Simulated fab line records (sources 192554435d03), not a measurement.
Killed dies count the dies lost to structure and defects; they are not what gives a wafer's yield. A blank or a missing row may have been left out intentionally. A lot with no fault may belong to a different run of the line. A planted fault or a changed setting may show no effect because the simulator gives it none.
A struck lot beside a sound one / flow n5Finfet / 16 steps out of a route of 1938
Sound: the wafers L381.2, L381.3, L381.5. Struck: wafers L391.5, L391.6. (L391.2 of the same lot was not struck and is left out.) The cause comes at the end.
Each step with rows lists, per side, the tool, then ch with its chambers, then its first start. Under that, the readings that differ: sound wafers / struck wafers / difference of the means / sigmas: that difference in standard deviations of wafers without a fault.
alike: same words and numbers on both sides, and readings whose means sit less than 2 such deviations apart. not compared: any withheld reading, any reading some wafer has no value for, any bound like >300 that may hide the same value, and any number with overlapping values for which the record gives no deviation.
The two part at a step that has a row with sigmas, a row that says differs or no value, or rows on one side only. Non-overlapping numbers with no deviation appear without sigmas and do not part them. A reading missing from all wafers of one side parts the sides only when that side holds two or more wafers.

N5_HKMG_FIN_CD_MEAS_12: target cd 92.8 nm.
  sound on cdSem-03 ch 0, day 4 10:13; struck on cdSem-02 ch 0, day 7 17:02
  alike: cdNm
N5_HKMG_FIN_OVL_MEAS_13:
  sound on overlay-01 ch 0, day 4 10:14; struck on overlay-01 ch 0, day 7 17:04
  alike: NWFM_OVL
N5_HKMG_FIN_INSPECT_14: inspects for defects (macro).
  struck on defectInspect-02, day 7 17:05; sound on defectInspect-01, day 4 10:16
  alike: rawDefectCount
then, 1 step without rows for these wafers: N5_HKMG_FIN_DESCUM_17 (chemistry O2, time 7.9 s).
N5_HKMG_FIN_ETCH_31: etches SiARC in CF4, target depth 45.5 nm, time 75.8 s.
  sound on rieDiel-04 ch 0,1,3, day 4 10:35; struck on rieDiel-04 ch 1,2, day 7 17:10
  alike: drypumpMotorCurrentA, etchRfOnTimeS, oesProductAu, rfFwdPowerW, rfVppV, showerheadPlenumPTorr, throttleValvePct
  not compared: rfHoursCounterH
N5_HKMG_FIN_ETCH_32: etches SOC in N2/H2, target depth 240 nm, time 300 s.
  sound on rieDiel-04 ch 0,1,3, day 4 10:38; struck on rieDiel-04 ch 1,2, day 7 17:13
  alike: drypumpMotorCurrentA, oesProductAu, rfFwdPowerW, rfVppV, showerheadPlenumPTorr, throttleValvePct
  not compared: rfHoursCounterH
then, 2 steps without rows for these wafers: N5_HKMG_FIN_STRIP_33 (strips in N2/H2); N5_HKMG_FIN_STRIP_34 (strips in CF4).
N5_HKMG_FIN_ETCH_35: etches SOC in N2/H2, target depth 215.8 nm, time 243.4 s.
  sound on rieDiel-04 ch 0,1,3, day 4 10:50; struck on rieDiel-04 ch 1,2, day 7 17:25
  alike: drypumpMotorCurrentA, oesProductAu, rfFwdPowerW, rfVppV, showerheadPlenumPTorr, throttleValvePct
  not compared: rfHoursCounterH
N5_HKMG_FIN_STRIP_92: strips SOC in N2/H2, time 20 s.
  sound on rieDiel-04 ch 0,1,3, day 4 10:59; struck on rieDiel-04 ch 1,2, day 7 17:34
  alike: biasPowerW, drypumpMotorCurrentA, oesProductAu, rfFwdPowerW, rfVppV, showerheadPlenumPTorr, throttleValvePct
  not compared: rfHoursCounterH
then, 1 step without rows for these wafers: N5_HKMG_FIN_WET_ETCH_18 (etches TiN in SC1, time 55 s, target depth 5.2 nm, rinse time 30 s).
N5_HKMG_FIN_STRIP_19: strips in N2/H2, time 360 s.
  sound on plasmaAsher-01 ch 0,1, day 4 11:08; struck on plasmaAsher-01 ch 0,1, day 7 17:45
  alike: drypumpMotorCurrentA, heaterPowerW
  not compared: rfHoursCounterH
N5_HKMG_FIN_ALD_91: deposits TiN, target thk 1 nm, pulse time 1 s, purge time 3 s.
  sound on aldMetal-04 ch 0,2,3, day 4 11:31; struck on aldMetal-04 ch 0,3, day 7 18:08
reading=coReactantPulseTimeS (s); sound=2 2 2; struck=1.1934 1.1934; difference=-0.8066; sigmas=
reading=susceptorTempC (C); sound=399.75 399.98 400.05; struck=- -; difference=no value on the struck wafers; sigmas=
  alike: heaterPowerW, precursorPulseHeightRel
  not compared: sinceWetCleanH
then, 1 step without rows for these wafers: N5_HKMG_FIN_COAT_85 (time 60 s, resist thk 300 nm).
-- record jumps: 4 days separate the struck wafers' starts on either side; left off in module HKMG_FIN, taken up again in module BEOL_M4, whose first shown step is the route's number 1111 --
N5_BEOL_M4_RC_MEAS_101:
  sound on prober-01 ch 0, day 7 19:51; struck on prober-02 ch 0, day 11 09:37
reading=DIBL_P (mV/V); sound=33.3 33.8 31.9; struck=38.2 38.0; difference=+5.1; sigmas=+2
  alike: DIBL_N, IOFF_N, IOFF_P, ION_N, ION_P, SS_N, SS_P, VT_N, VT_P
-- record jumps: 4 days separate the struck wafers' starts on either side; left off in module BEOL_M4, taken up again in module PASSIVATION, whose first shown step is the route's number 1936 --
N5_PASSIVATION_PROBE_49:
  struck on prober-02, day 15 12:39; sound on prober-02, day 11 14:10
  alike: defectLimitedYield, killed_at_M0_to_M3, killed_at_M4_up, killedAtContacts, killedAtFrontEnd, killedAtOther, killedDies, killedOpen, killedShort, sort_bin_5_function, sort_bin_6_memory, sortNPass, sortYieldPct

== WHERE THEY PART ==
Last at N5_BEOL_M4_RC_MEAS_101 as far as this record goes, first at N5_HKMG_FIN_ALD_91. Later steps at which nothing parts them and some readings are alike: N5_PASSIVATION_PROBE_49.

WHY: the cause the simulator had injected
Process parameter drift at N5_HKMG_FIN_ALD_91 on aldMetal-04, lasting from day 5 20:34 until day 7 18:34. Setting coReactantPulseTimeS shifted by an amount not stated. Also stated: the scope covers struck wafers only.
